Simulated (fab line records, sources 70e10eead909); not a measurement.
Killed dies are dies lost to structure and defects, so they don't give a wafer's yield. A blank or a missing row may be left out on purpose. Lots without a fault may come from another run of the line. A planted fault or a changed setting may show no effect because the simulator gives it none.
Problem report in the 8D (eight disciplines) form, filled by code | flow nand_harc | the parts of the form that need people (team, actions taken, sign-off) are left out

1. THE PROBLEM
thk_nm at NHARC_A_ONON_D1_THK_MEAS_02 reads a mean of 416 nm on 6 wafers of 2 lots; wafers without a fault read 999 nm with a standard deviation of 8.4. That is -69 standard deviations from the usual mean.
The step: measures by ellipsometry.
First seen on wafer L252.2, day 10 14:59, on film_metro-01. The record holds 39 wafers of 13 lots with a number at this step. Rule for "out", or "out of limits": more than 4 standard deviations from the usual mean. The other wafers with a number count as sound.

2. WHAT IT IS AND WHAT IT IS NOT
question                    | is                     | is not
which readings at this step | thk_nm                 | -
which lots                  | L250, L252             | L239, L240, L241, L253, L254, L255, L256, L257, L259, L260, L261
which wafers of those lots  | all that have a number | -
read on which gauges        | film_metro-01          | film_metro-02
when                        | from day 10 14:59      | up to then (9 sound wafers); but 24 sound wafers of L253, L254, L255, L256, L257, L259, L260, L261 came after

3. SUSPECTS, AND WHAT RULES EACH OUT
Counting: a tool at a process step up to the reading stays a suspect if it ran every lot that is out and no sound lot after the first of them.
- the gauge at NHARC_A_ONON_D1_THK_MEAS_02: ruled out. All the wafers that are out were read on film_metro-01, but those of them that NHARC_END_SORT_01 has rows for are out there too, on other tools.
- pvd_sputter-01 at NHARC_P_BONDPAD_PVD_27 (deposits Cu, target thk 30 nm, time 20.49 s): ruled out as a lasting fault. Sound lots L256, L257, L260, L261 ran on it after its first lot that is out, L252 (day 10 14:32). NHARC_P_BONDPAD_PVD_27 gives no start for some lots, so the hours and the order of its lots are those of NHARC_A_ONON_D1_DEP_00.
- pecvd_onon-01 at NHARC_A_ONON_D1_DEP_00 (target thk 1000 nm): ruled out as a lasting fault. Sound lots L261 ran on it after its first lot that is out, L252 (day 10 14:32).
Left after counting: nothing in the record.

4. THE CAUSE (what the simulator had put in)
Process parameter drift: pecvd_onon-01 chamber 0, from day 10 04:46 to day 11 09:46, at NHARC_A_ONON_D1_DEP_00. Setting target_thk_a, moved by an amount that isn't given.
Counting ruled it out, wrongly: the rule takes a fault to strike every lot that its tool runs from its start on, and this one did not.

5. THE CHAIN OF EFFECTS, in route order
Each row: a reading whose mean over the struck wafers that have a number lies more than 3 standard deviations from the usual. Only readings for which the record gives a usual standard deviation are gone through. hours: the time from each lot's start at the first step in this table that gives one to its start at this step, as a median over the lots. sigmas: the change in usual standard deviations.
hours | step                        | reading         | usual  | on struck wafers | change | sigmas
0     | NHARC_A_ONON_D1_THK_MEAS_02 | thk_nm          | 999 nm | 416              | -583   | -69
276   | NHARC_END_SORT_01           | killed_at_array | 28     | 672              | +644   | +58
276   | NHARC_END_SORT_01           | killed_dies     | 32     | 677              | +645   | +59

6. WHAT WOULD HAVE CAUGHT IT SOONER
In this record the first reading out of limits at a measuring or inspecting step was taken at day 10 14:59, 10 hours after the fault began at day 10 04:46.
Of the tool readings at NHARC_A_ONON_D1_DEP_00 for which the record gives a usual standard deviation, none was out on any struck wafer, so an alarm limit of 4 standard deviations on them would not have fired.
